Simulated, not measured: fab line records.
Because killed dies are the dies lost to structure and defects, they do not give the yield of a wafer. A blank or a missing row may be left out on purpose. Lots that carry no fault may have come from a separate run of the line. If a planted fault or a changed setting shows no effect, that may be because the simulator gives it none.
Chamber matching + flow n5Finfet + 4 sister chambers for N5_BEOL_M1_STRIP_36 on rieDiel-06
The step strips in N2/H2. 8 wafers are shown with their chamber, then 7 later ones without.

## EACH WAFER AND ITS CHAMBER
| wafer  | chamber | showerheadPlenumPTorr (Torr) | drypumpMotorCurrentA (A) |
|--------|---------|------------------------------|--------------------------|
| L083.6 | 3       | 2.60                         | 6.4                      |
| L089.1 | 2       | 2.67                         | 5.9                      |
| L089.3 | 3       | 2.59                         | 6.5                      |
| L091.4 | 0       | 2.52                         | 5.6                      |
| L091.5 | 0       | 2.52                         | 5.6                      |
| L091.6 | 1       | 2.63                         | 6.1                      |
| L092.1 | 1       | 2.63                         | 6.0                      |
| L092.2 | 2       | 2.67                         | 5.9                      |

## WAFERS WITHOUT THEIR CHAMBER
| wafer  | showerheadPlenumPTorr (Torr) | drypumpMotorCurrentA (A) |
|--------|------------------------------|--------------------------|
| L092.4 | 2.52                         | 5.6                      |
| L096.1 | 2.67                         | 5.9                      |
| L096.5 | 2.67                         | 5.9                      |
| L096.6 | 2.59                         | 6.4                      |
| L097.1 | 2.67                         | 5.9                      |
| L097.2 | 2.63                         | 6.0                      |
| L097.6 | 2.59                         | 6.4                      |

## THE CHAMBER EACH PASSED THROUGH
| wafer  | from the rows above | in truth |
|--------|---------------------|----------|
| L092.4 | 0                   | 0        |
| L096.1 | 2                   | 2        |
| L096.5 | 2                   | 2        |
| L096.6 | 3                   | 3        |
| L097.1 | 2                   | 2        |
| L097.2 | 1                   | 1        |
| L097.6 | 3                   | 3        |
Placed correctly: 7 of 7. From these rows, 0 cannot be placed. Wrongly placed: 0.
How it was worked out, from the rows above alone: a wafer's distance from a chamber is the root of the sum, over the readings, of the square of ((its reading less the chamber's mean) divided by the reading's scatter). The wafer belongs to the nearest chamber; if the next one is less than 2 further off, it can't be placed. The mean given for a chamber averages the wafers shown for that chamber. The scatter: the root of (the sum of the squares of (reading less its chamber's mean) over the shown wafers, divided by (wafers less chambers)).
